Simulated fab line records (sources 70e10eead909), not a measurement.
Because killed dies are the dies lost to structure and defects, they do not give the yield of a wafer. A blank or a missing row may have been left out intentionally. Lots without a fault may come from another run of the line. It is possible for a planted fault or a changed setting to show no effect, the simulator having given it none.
fab line records | flow nand-harc
[record] lots = 6 wafers = 18 last-day = 25
route steps=1159 shown A_ZERO_WELL@412 A_SOURCE_PLATE@413 A_ONON_D1@424 END@1159
lots that met no fault: from a run of the same line without faults
start-h: hours from the record's opening day to when the first of the lot's shown wafers began | wait-h: hours from the lot's prior step to this one | " identical to the entry in the row above | L1.1+2: a row that stands for several wafers | - value missing, or start not given | * or withheld: withheld | < > ~ a bound
route shown NAME@n: NAME is a module with steps in the file, n the number in the route of the first one | usual: mean/standard deviation of fault-free wafers | same: alike in all rows | chamber/n: place in a boat | sites: each site's reading | _std_site: how widely they spread, as a standard deviation | _edge_site: outer sites' mean less inner sites' | radius-mm: how far each site lies from the wafer's centre | mask NAME#n: copy n | behind: tool/chamber where the wafer was last shaped | hold: the reason the lot was held/the length of the hold in hours/how it ended | device: transistor that didn't switch, given as n, p or np | end of line: tests run on the same wafers once the route is complete | a step given without rows: its recipe and nothing more | killed: dies that structure and defects cost at the first sort, which is not the same as the wafer's yield | map: dies across one wafer; x = killed, . = not, _ = none there
set.NAME: the setting as run; set.NAME@STEP: as run at that earlier step | model.NAME: the simulator's own value behind a step, which no gauge read
a table for each step, a row for each wafer; lots at some steps of the route
services: a tool's chamber out of use, with start hour (start-h, from the record's first day; less than 0 if before it), hours out, and reason
[[steps]]
[step NHARC_A_ZERO_WELL_INSPECT_17]
[usual] raw-defect-count = 10/5.5
// columns lot.wafer tool chamber start-h wait-h raw-defect-count
L500.1 defect-inspect-02 - 157.80 0.2 11
L500.3 " - " " 9
L500.5 " - " " 6
L505.4 defect-inspect-01 - 165.35 0.1 13
L505.5 " - " " 7
L505.6 " - " " 18
L509.2 defect-inspect-02 - 188.07 0.1 9
L509.3 " - " " 5
L509.5 " - " " 8
L515.2 defect-inspect-01 - 230.17 0.1 9
L515.4 " - " " 13
L515.5 " - " " 11
L518.1 defect-inspect-01 - 254.51 0.2 9
L518.5 " - " " 12
L518.6 " - " " 5
L521.1 defect-inspect-02 - 269.76 0.2 12
L521.2 " - " " 9
L521.6 " - " " 3
[step NHARC_A_SOURCE_PLATE_PRECLEAN_00]
[recipe] time-s = 60 chemistry = HF-LAST
[step NHARC_A_SOURCE_PLATE_SRD_01]
[step NHARC_A_SOURCE_PLATE_OXIDE_02]
[recipe] target-thk-a = 100 temp-c = 900 ox-time-s = 1362 material = SiO2
[step NHARC_A_SOURCE_PLATE_THK_MEAS_09]
[recipe] thk-meas-gauge = ellipsometry
[usual] thk-nm = 9.9/0.99
// columns lot.wafer tool chamber start-h wait-h thk-nm
L500.1 film-metro-02 - 162.70 0.4 10.0
L500.3 " - " " 9.4
L500.5 " - " " 11.2
L505.4 film-metro-01 - 174.33 0.4 9.9
L505.5 " - " " 9.4
L505.6 " - " " 10.1
L509.2 film-metro-02 - 195.54 0.4 10.6
L509.3 " - " " 10.7
L509.5 " - " " 11.1
L515.2 film-metro-01 - 237.29 0.4 10.9
L515.4 " - " " 9.8
L515.5 " - " " 10.0
L518.1 film-metro-02 - 261.92 0.4 11.6
L518.5 " - " " 10.8
L518.6 " - " " 9.4
L521.1 film-metro-02 - 277.12 0.4 8.0
L521.2 " - " " 10.4
L521.6 " - " " 11.3
[step NHARC_A_SOURCE_PLATE_PVD_04]
[recipe] target-thk-a = 500 material = WSi2
[step NHARC_A_SOURCE_PLATE_CVD_03]
[recipe] target-thk-a = 2000 temp-c = 620 pressure-mtorr = 200 time-s = 4000 material = poly-Si
[step NHARC_A_SOURCE_PLATE_ANNEAL_05]
[recipe] temp-c = 850 time-s = 1800
[step NHARC_A_SOURCE_PLATE_THK_MEAS_06]
[recipe] thk-meas-gauge = ellipsometry
[usual] thk-nm = 200.5/2.5
// columns lot.wafer tool chamber start-h wait-h thk-nm
L500.1 film-metro-01 - 176.28 0.4 198.4
L500.3 " - " " 197.5
L500.5 " - " " 197.6
L505.4 film-metro-02 - 187.43 0.4 203.0
L505.5 " - " " 202.8
L505.6 " - " " 199.8
L509.2 film-metro-01 - 210.64 0.4 198.4
L509.3 " - " " 199.1
L509.5 " - " " 196.7
L515.2 film-metro-01 - 250.68 0.4 198.3
L515.4 " - " " 195.6
L515.5 " - " " 196.8
L518.1 film-metro-02 - 275.23 0.4 201.7
L518.5 " - " " 203.5
L518.6 " - " " 201.4
L521.1 film-metro-02 - 291.94 0.4 203.7
L521.2 " - " " 204.4
L521.6 " - " " 204.3
[step NHARC_A_SOURCE_PLATE_INSPECT_08]
[usual] raw-defect-count = 58/20
// columns lot.wafer tool chamber start-h wait-h raw-defect-count
L500.1 defect-inspect-01 - 176.35 0.0 64
L500.3 " - " " 63
L500.5 " - " " 81
L505.4 defect-inspect-02 - 187.52 0.0 43
L505.5 " - " " 38
L505.6 " - " " 47
L509.2 defect-inspect-02 - 210.74 0.1 87
L509.3 " - " " 76
L509.5 " - " " 70
L515.2 defect-inspect-02 - 250.76 0.0 59
L515.4 " - " " 49
L515.5 " - " " 53
L518.1 defect-inspect-02 - 275.31 0.0 21
L518.5 " - " " 75
L518.6 " - " " 49
L521.1 defect-inspect-01 - 292.01 0.0 67
L521.2 " - " " 74
L521.6 " - " " 47
[step NHARC_A_ONON_D1_DEP_00]
[recipe] target-thk-a = 10000 n2-flow-sccm = 2750 n2o-flow-sccm = 2000 nh3-flow-sccm = 500 sih4-flow-sccm = 210 temp-c = 400
// columns lot.wafer tool chamber start-h wait-h
L500.1+3+5 pecvd-onon-02 0 176.41 0.1
L505.4+5+6 pecvd-onon-02 0 187.75 0.2
L509.2+3+5 pecvd-onon-02 0 210.86 0.1
L515.2+4+5 pecvd-onon-04 0 250.91 0.1
L518.1+5+6 pecvd-onon-02 0 275.38 0.1
L521.1+2+6 pecvd-onon-04 0 292.07 0.1
[step NHARC_A_ONON_D1_THK_MEAS_02]
[recipe] thk-meas-gauge = ellipsometry
[usual] thk-nm = 999/10
// columns lot.wafer tool chamber start-h wait-h thk-nm
L500.1 film-metro-02 - 176.93 - 1000
L500.3 " - " " 999
L500.5 " - " " 1001
L505.4 film-metro-01 - 188.09 - 638
L505.5 " - " " 640
L505.6 " - " " 982
L509.2 film-metro-01 - 211.32 - 999
L509.3 " - " " 1000
L509.5 " - " " 656
L515.2 film-metro-02 - 251.36 - 1008
L515.4 " - " " 1009
L515.5 " - " " 1008
L518.1 film-metro-02 - 275.88 - 992
L518.5 " - " " 994
L518.6 " - " " 994
L521.1 film-metro-02 - 292.58 - 1005
L521.2 " - " " 1006
L521.6 " - " " 1006
[step NHARC_A_ONON_D1_DEP_03]
[recipe] target-thk-a = 10000 n2-flow-sccm = 2750 n2o-flow-sccm = 2000 nh3-flow-sccm = 500 sih4-flow-sccm = 210 temp-c = 400
[step NHARC_END_SORT_01]
[recipe] temp-c = 25
[usual] killed-at-array = 27/11 killed-at-other = 0.7/0.93 killed-at-periphery = 2.9/1.9 killed-dies = 30/11 killed-open = 3.1/1.7 killed-short = 1.9/1.3
[same] gross-dies = 677
// columns lot.wafer tool chamber start-h wait-h killed-at-array killed-at-other killed-at-periphery killed-dies killed-open killed-short
L505.4 prober-02 0 466.10 3.4 674 1 2 677 1 3
L505.5 prober-02 0 466.90 3.7 673 1 3 677 4 1
L509.5 prober-01 0 493.24 3.7 676 0 1 677 4 2
// killed by level:class
L505.4 A_ONON_D1:area-dep=664 A_CHANNEL_FILL_D1:geometric-particle:short=2 A_CHANNEL_HOLE_D1:chamber-film-flake=2 A_STAIRCASE:chamber-film-flake=2 A_CONTACT:chamber-film-flake=2 P_M0:geometric-particle:short=1 A_CHANNEL_FILL_D1:geometric-particle:open=1 P_GATE:chamber-film-flake=1
L505.5 A_ONON_D1:area-dep=660 A_CHANNEL_HOLE_D1:chamber-film-flake=4 A_M0:geometric-particle:open=3 A_CONTACT:chamber-film-flake=2 P_GATE:geometric-particle:open=1 A_M0:geometric-particle:short=1 P_STI:chamber-film-flake=1 P_GATE:chamber-film-flake=1
L509.5 A_ONON_D1:area-dep=643 A_CHANNEL_HOLE_D1:chamber-film-flake=16 A_STAIRCASE:chamber-film-flake=9 A_CONTACT:geometric-particle:open=2 P_CONTACT:geometric-particle:open=1 A_SGD_CUT:geometric-particle:short=1 A_CONTACT:geometric-particle:short=1 A_M0:geometric-particle:open=1
// map L505.4 (x killed, . not)
____________x____________
_________xxxxxxx_________
_______xxxxxxxxxxx_______
______xxxxxxxxxxxxx______
_____xxxxxxxxxxxxxxx_____
____xxxxxxxxxxxxxxxxx____
____xxxxxxxxxxxxxxxxx____
___xxxxxxxxxxxxxxxxxxx___
___xxxxxxxxxxxxxxxxxxx___
__xxxxxxxxxxxxxxxxxxxxx__
__xxxxxxxxxxxxxxxxxxxxx__
_xxxxxxxxxxxxxxxxxxxxxxx_
_xxxxxxxxxxxxxxxxxxxxxxx_
_xxxxxxxxxxxxxxxxxxxxxxx_
_xxxxxxxxxxxxxxxxxxxxxxx_
_xxxxxxxxxxxxxxxxxxxxxxx_
xxxxxxxxxxxxxxxxxxxxxxxxx
xxxxxxxxxxxxxxxxxxxxxxxxx
xxxxxxxxxxxxxxxxxxxxxxxxx
xxxxxxxxxxxxxxxxxxxxxxxxx
xxxxxxxxxxxxxxxxxxxxxxxxx
_xxxxxxxxxxxxxxxxxxxxxxx_
_xxxxxxxxxxxxxxxxxxxxxxx_
_xxxxxxxxxxxxxxxxxxxxxxx_
_xxxxxxxxxxxxxxxxxxxxxxx_
_xxxxxxxxxxxxxxxxxxxxxxx_
__xxxxxxxxxxxxxxxxxxxxx__
__xxxxxxxxxxxxxxxxxxxxx__
___xxxxxxxxxxxxxxxxxxx___
___xxxxxxxxxxxxxxxxxxx___
____xxxxxxxxxxxxxxxxx____
____xxxxxxxxxxxxxxxxx____
_____xxxxxxxxxxxxxxx_____
______xxxxxxxxxxxxx______
_______xxxxxxxxxxx_______
_________xxxxxxx_________
____________x____________
// map L509.5 (x killed, . not)
____________x____________
_________xxxxxxx_________
_______xxxxxxxxxxx_______
______xxxxxxxxxxxxx______
_____xxxxxxxxxxxxxxx_____
____xxxxxxxxxxxxxxxxx____
____xxxxxxxxxxxxxxxxx____
___xxxxxxxxxxxxxxxxxxx___
___xxxxxxxxxxxxxxxxxxx___
__xxxxxxxxxxxxxxxxxxxxx__
__xxxxxxxxxxxxxxxxxxxxx__
_xxxxxxxxxxxxxxxxxxxxxxx_
_xxxxxxxxxxxxxxxxxxxxxxx_
_xxxxxxxxxxxxxxxxxxxxxxx_
_xxxxxxxxxxxxxxxxxxxxxxx_
_xxxxxxxxxxxxxxxxxxxxxxx_
xxxxxxxxxxxxxxxxxxxxxxxxx
xxxxxxxxxxxxxxxxxxxxxxxxx
xxxxxxxxxxxxxxxxxxxxxxxxx
xxxxxxxxxxxxxxxxxxxxxxxxx
xxxxxxxxxxxxxxxxxxxxxxxxx
_xxxxxxxxxxxxxxxxxxxxxxx_
_xxxxxxxxxxxxxxxxxxxxxxx_
_xxxxxxxxxxxxxxxxxxxxxxx_
_xxxxxxxxxxxxxxxxxxxxxxx_
_xxxxxxxxxxxxxxxxxxxxxxx_
__xxxxxxxxxxxxxxxxxxxxx__
__xxxxxxxxxxxxxxxxxxxxx__
___xxxxxxxxxxxxxxxxxxx___
___xxxxxxxxxxxxxxxxxxx___
____xxxxxxxxxxxxxxxxx____
____xxxxxxxxxxxxxxxxx____
_____xxxxxxxxxxxxxxx_____
______xxxxxxxxxxxxx______
_______xxxxxxxxxxx_______
_________xxxxxxx_________
____________x____________
[[services]]
// columns tool chamber start-h hours kind
pecvd-onon-04 - 237.20 13.0 pm
pecvd-onon-02 - 292.00 13.0 pm
[[key]]
[first-sign] step = NHARC_A_ONON_D1_THK_MEAS_02 reading = thk-nm direction = down sigmas = 35 usual = 999 struck = 645
[effect] step = NHARC_END_SORT_01 reading = killed-at-array direction = up sigmas = 59 usual = 27 struck = 674
[more-kills-born-at] NHARC_A_ONON_D1_DEP_00@pecvd-onon-02 = 1967
met-at NHARC_A_ONON_D1_DEP_00
struck-wafers L505.4,L505.5,L509.5
later-rows-left-out L505.4,L505.5,L509.5
tester-left-out L505,L509
onset-between 176.41 187.75
[fault] kind = process-parameter-drift tool = pecvd-onon-02 chamber = - onset-h = 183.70 steps = NHARC_A_ONON_D1_DEP_00 channel = target-thk-a offset = * shape = step end-h = 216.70 scope = struck-wafers-only acts-in = * stated = *
// tester-left-out: of these lots the tester's yield and bins aren't shown, on N5 and GAA mostly nor the transistor test; their killed dies are dies lost to structure and defects alone, not to doping, threshold or leakage, so they don't give the yield
// later-rows-left-out: the simulator's readings of these wafers behind a module that went badly wrong aren't trusted and aren't shown, but for the sort
